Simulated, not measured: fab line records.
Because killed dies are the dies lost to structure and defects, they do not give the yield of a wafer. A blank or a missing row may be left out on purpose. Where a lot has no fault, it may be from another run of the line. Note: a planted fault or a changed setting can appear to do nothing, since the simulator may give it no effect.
Which tool was responsible? + flow nandHarc + 14 lots, 41 wafers sampled, at 6 steps of a route of 1302

## WHAT THE GAUGES READ, wafer by wafer
NHARC_A_CHANNEL_FILL_D1_INSPECT_13.
| lot  | measured     | on               | rawDefectCount |
|------|--------------|------------------|----------------|
| L714 | day 10 21:11 | defectInspect-02 | 163 334 352    |
| L713 | day 11 12:11 | defectInspect-02 | 476 274 368    |
| L717 | day 12 15:00 | defectInspect-01 | 374 464 237    |
| L722 | day 14 22:32 | defectInspect-01 | 233 306        |
| L724 | day 15 18:23 | defectInspect-01 | 255 226 286    |
| L726 | day 15 18:23 | defectInspect-02 | 414 479 323    |
| L725 | day 15 18:25 | defectInspect-01 | 226 383 357    |
| L727 | day 16 22:23 | defectInspect-02 | 372 307 583    |
| L729 | day 17 18:32 | defectInspect-01 | 282 210 175    |
| L732 | day 19 01:41 | defectInspect-02 | 546 622 504    |
| L733 | day 19 08:38 | defectInspect-01 | 412 399 551    |
| L734 | day 19 16:11 | defectInspect-01 | 408 344 325    |
| L735 | day 19 23:03 | defectInspect-02 | 248 292 229    |
| L736 | day 20 18:46 | defectInspect-02 | 711 743 554    |

NHARC_A_DECK1_JOINT_THK_MEAS_17: measures by ellipsometry.
| lot  | measured     | on           | thkNm (nm)     |
|------|--------------|--------------|----------------|
| L714 | day 12 06:04 | filmMetro-01 | 44.0 45.0 47.1 |
| L713 | day 13 01:23 | filmMetro-02 | 44.2 45.6 45.9 |
| L717 | day 14 02:38 | filmMetro-02 | 45.3 45.9 46.1 |
| L722 | day 16 12:37 | filmMetro-02 | 28.7 46.2      |
| L724 | day 17 07:46 | filmMetro-01 | 42.7 26.7 44.2 |
| L726 | day 17 07:46 | filmMetro-02 | 44.0 45.4 45.6 |
| L725 | day 17 07:45 | filmMetro-01 | 44.0 45.8 46.1 |
| L727 | day 18 12:02 | filmMetro-02 | 46.2 46.2 44.8 |
| L729 | day 19 17:09 | filmMetro-02 | 43.9 46.2 45.8 |
| L732 | day 20 11:15 | filmMetro-02 | 47.0 44.1 46.9 |
| L733 | day 20 19:10 | filmMetro-01 | 47.1 44.0 42.8 |
| L734 | day 21 00:42 | filmMetro-02 | 45.9 44.2 47.7 |
| L735 | day 21 16:45 | filmMetro-02 | 46.3 44.9 43.0 |
| L736 | day 22 05:35 | filmMetro-02 | 43.3 45.9 44.6 |

NHARC_A_ONON_D2_THK_MEAS_08: measures by ellipsometry.
| lot  | measured     | on           | thkNm (nm)     |
|------|--------------|--------------|----------------|
| L714 | day 12 07:50 | filmMetro-01 | 1001 1002 1000 |
| L713 | day 13 03:08 | filmMetro-02 | 1005 1005 1008 |
| L717 | day 14 04:22 | filmMetro-02 | 991 990 989    |
| L722 | day 16 14:22 | filmMetro-01 | 992 993        |
| L724 | day 17 09:38 | filmMetro-01 | 1003 1003 1002 |
| L726 | day 17 09:31 | filmMetro-02 | 995 996 997    |
| L725 | day 17 09:30 | filmMetro-01 | 995 995 994    |
| L727 | day 18 13:47 | filmMetro-02 | 987 986 987    |
| L729 | day 19 19:11 | filmMetro-02 | 1005 1004 1005 |
| L732 | day 20 12:59 | filmMetro-02 | 985 987 987    |
| L733 | day 20 20:54 | filmMetro-02 | 1008 1008 1009 |
| L734 | day 21 02:26 | filmMetro-02 | 1004 1005 1003 |
| L735 | day 21 18:29 | filmMetro-01 | 995 996 996    |
| L736 | day 22 07:20 | filmMetro-02 | 986 988 989    |

NHARC_A_ONON_D2_THK_MEAS_21: measures by ellipsometry.
| lot  | measured     | on           | thkNm (nm)     |
|------|--------------|--------------|----------------|
| L714 | day 12 16:54 | filmMetro-02 | 995 996 994    |
| L713 | day 13 12:52 | filmMetro-02 | 1001 999 1000  |
| L717 | day 14 16:44 | filmMetro-02 | 977 978 978    |
| L722 | day 16 23:22 | filmMetro-01 | 1008 1008      |
| L724 | day 17 19:13 | filmMetro-02 | 998 999 998    |
| L726 | day 17 19:30 | filmMetro-02 | 1004 1004 1004 |
| L725 | day 17 19:13 | filmMetro-01 | 986 985 986    |
| L727 | day 18 22:53 | filmMetro-02 | 998 998 998    |
| L729 | day 20 04:57 | filmMetro-02 | 992 992 992    |
| L732 | day 20 22:28 | filmMetro-02 | 1002 1002 1001 |
| L733 | day 21 07:20 | filmMetro-02 | 1006 1004 1005 |
| L734 | day 21 15:05 | filmMetro-02 | 1030 1030 1029 |
| L735 | day 22 03:33 | filmMetro-01 | 1006 1004 1005 |
| L736 | day 22 16:08 | filmMetro-02 | 995 993 997    |

NHARC_END_SORT_01.
| lot  | measured     | on        | killedAtArray | killedAtOther | killedAtPeriphery | killedDies | killedOpen | killedShort |
|------|--------------|-----------|---------------|---------------|-------------------|------------|------------|-------------|
| L714 | day 24 05:56 | prober-01 | 39 58 61      | 0 0 1         | 6 8 6             | 45 66 68   | 4 6 4      | 4 1 8       |
| L713 | day 25 00:17 | prober-02 | 58 65 55      | 3 4 2         | 3 0 4             | 64 69 61   | 6 5 2      | 6 8 4       |
| L717 | day 25 18:31 | prober-02 | 32 48 53      | 1 0 0         | 1 0 7             | 34 48 60   | 3 0 7      | 3 3 2       |
| L724 | day 29 17:30 | prober-01 | 42 60 56      | 0 0 0         | 2 2 3             | 44 62 59   | 2 6 7      | 2 3 2       |
| L726 | day 29 17:29 | prober-02 | 30 49 46      | 0 1 0         | 1 1 1             | 31 51 47   | 5 1 4      | 2 1 0       |
| L725 | day 29 11:12 | prober-02 | 32 32 35      | 0 0 0         | 3 1 3             | 35 33 38   | 2 0 5      | 2 0 2       |
| L727 | day 30 02:55 | prober-01 | 52 34 29      | 0 1 0         | 7 10 10           | 59 45 39   | 5 4 4      | 5 5 2       |
| L729 | day 31 19:02 | prober-01 | 73 58 89      | 1 1 0         | 6 5 0             | 80 64 89   | 5 7 5      | 4 0 6       |
| L732 | day 32 17:50 | prober-01 | 71 66 62      | 0 0 1         | 12 8 6            | 83 74 69   | 4 3 3      | 3 3 2       |
| L733 | day 33 04:17 | prober-01 | 71 57 51      | 0 0 0         | 3 5 9             | 74 62 60   | 4 3 2      | 2 5 3       |
| L734 | day 33 04:16 | prober-02 | 72 64 68      | 4 1 1         | 1 0 1             | 77 65 70   | 4 1 1      | 1 0 0       |
| L735 | day 33 11:11 | prober-02 | 50 63 68      | 0 0 0         | 2 2 3             | 52 65 71   | 1 5 3      | 1 2 1       |
| L736 | day 34 02:04 | prober-01 | 67 56 46      | 1 1 1         | 1 6 4             | 69 63 51   | 2 4 4      | 2 2 2       |

## WHICH TOOL RAN EACH LOT (tool, then ch and the chambers of the sampled wafers, then the start)
| lot  | NHARC_A_DECK1_JOINT_DEP_16      |
|------|---------------------------------|
| L714 | pecvd-01 ch 0,1,2, day 12 05:47 |
| L713 | pecvd-04 ch 0,1,2, day 13 01:08 |
| L717 | pecvd-04 ch 0,1, day 14 02:24   |
| L722 | pecvd-01 ch 0,2, day 16 12:20   |
| L724 | pecvd-01 ch 0,2, day 17 07:29   |
| L726 | pecvd-04 ch 0,1,2, day 17 07:31 |
| L725 | pecvd-02 ch 0,1,2, day 17 07:32 |
| L727 | pecvd-04 ch 0,1,2, day 18 11:49 |
| L729 | pecvd-02 ch 1,2, day 19 16:52   |
| L732 | pecvd-01 ch 0,1,2, day 20 10:59 |
| L733 | pecvd-02 ch 0,2, day 20 18:55   |
| L734 | pecvd-01 ch 0,1,2, day 21 00:25 |
| L735 | pecvd-04 ch 0,1,2, day 21 16:28 |
| L736 | pecvd-02 ch 2, day 22 04:58     |
- NHARC_A_DECK1_JOINT_DEP_16: deposits SiO2, target thk 45 nm.

## WHAT THE TOOLS THEMSELVES READ (means of the sampled wafers that have a number; where no wafer has one, the mark that the record gives instead)
NHARC_A_DECK1_JOINT_DEP_16.
| lot  | tool     | heaterPowerOuterW (W) | heaterPowerW (W) | throttleValvePct (%) |
|------|----------|-----------------------|------------------|----------------------|
| L714 | pecvd-01 | 270                   | 520              | 15.6                 |
| L713 | pecvd-04 | 368                   | 668              | 15.6                 |
| L717 | pecvd-04 | 438                   | 746              | 15.6                 |
| L722 | pecvd-01 | 271                   | 506              | 15.6                 |
| L724 | pecvd-01 | 326                   | 545              | 15.8                 |
| L726 | pecvd-04 | 349                   | 636              | 15.7                 |
| L725 | pecvd-02 | 314                   | 593              | 15.7                 |
| L727 | pecvd-04 | 383                   | 690              | 15.5                 |
| L729 | pecvd-02 | 262                   | 534              | 15.3                 |
| L732 | pecvd-01 | 311                   | 572              | 15.7                 |
| L733 | pecvd-02 | 246                   | 467              | 15.6                 |
| L734 | pecvd-01 | 291                   | 537              | 15.9                 |
| L735 | pecvd-04 | 387                   | 678              | 15.2                 |
| L736 | pecvd-02 | 162                   | 399              | 14.9                 |

## THE ANSWER, worked out from the rows above alone
Rule: the lots themselves supply what counts as usual. Put in order of their means at a reading, lots are off if they are a third of the lots or fewer, leave a main group of 4 or more, and stand apart from it by a gap of 3 or more times the standard deviation of the main group's means; of several such gaps the widest counts. A main group is skipped when, at the precision printed for the reading in the tables above, its means are all equal. A lot without any number at a reading at which 4 lots or more have one is off too. Any other lot the step has rows for is counted as sound. First the gauges in route order, then the tools' own readings, where a lot's mean is used as printed above. At the first step where some lot is off, the reading lying furthest off is the one used; lots without a number count as furthest.
Off: L722, L724 (NHARC_A_DECK1_JOINT_THK_MEAS_17, thkNm). Main group: mean 45.3 nm, sd 0.47.
A tool fits if, at a process step before that reading, it ran every lot that is off, and no sound lot after the first of them. Gauges at NHARC_A_DECK1_JOINT_THK_MEAS_17: tried the same way as those tools. No candidate that was tried fits.

## WHAT HAD BEEN PUT IN BY THE SIMULATOR
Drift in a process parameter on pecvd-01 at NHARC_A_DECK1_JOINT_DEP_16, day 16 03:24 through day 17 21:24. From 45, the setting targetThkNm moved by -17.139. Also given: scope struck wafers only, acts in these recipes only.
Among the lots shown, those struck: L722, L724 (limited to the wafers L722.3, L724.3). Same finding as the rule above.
